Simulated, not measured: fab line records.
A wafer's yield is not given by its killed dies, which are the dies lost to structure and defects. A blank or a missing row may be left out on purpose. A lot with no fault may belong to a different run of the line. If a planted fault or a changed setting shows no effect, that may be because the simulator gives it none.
Chamber matching | flow n5Finfet | 4 sister chambers for N5_BEOL_M11_ETCH_65 on rieDiel-05
The step etches SiARC in CF4, target depth 39 nm, time 65 s. 4 wafers are shown with their chamber, then 8 later ones without.

== WAFERS PAIRED WITH THEIR CHAMBERS ==
wafer  | chamber | showerheadPlenumPTorr (Torr)
L082.1 | 1       | 2.11
L085.2 | 2       | 2.26
L086.6 | 3       | 2.05
L090.2 | 0       | 2.10

== WAFERS WITH NO CHAMBER GIVEN ==
wafer  | showerheadPlenumPTorr (Torr)
L090.5 | 2.11
L090.6 | 2.10
L091.1 | 2.25
L091.4 | 2.11
L091.5 | 2.04
L092.1 | 2.11
L092.2 | 2.25
L092.5 | 2.11

== CHAMBER TAKEN BY EACH ==
wafer  | from the rows above     | in truth
L090.5 | can't be placed: 1 or 0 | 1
L090.6 | can't be placed: 0 or 1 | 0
L091.1 | 2                       | 2
L091.4 | can't be placed: 1 or 0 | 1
L091.5 | 3                       | 3
L092.1 | can't be placed: 1 or 0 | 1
L092.2 | 2                       | 2
L092.5 | can't be placed: 1 or 0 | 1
Correctly placed: 3 of 8. Unplaceable from these rows: 5, with the true chamber sitting among the candidates in 5. Number placed wrongly: 0.
How it was worked out, from the rows above alone: a wafer's distance from a chamber is the root of the sum, over the readings, of the square of ((its reading less the chamber's mean) divided by the reading's scatter). The wafer belongs to the nearest chamber; if the next one is less than 2 further off, it can't be placed. Each chamber's mean is taken over the wafers shown for it. The scatter: root of mean squared gap, hidden wafer to nearest shown wafer, with one shown wafer a chamber.
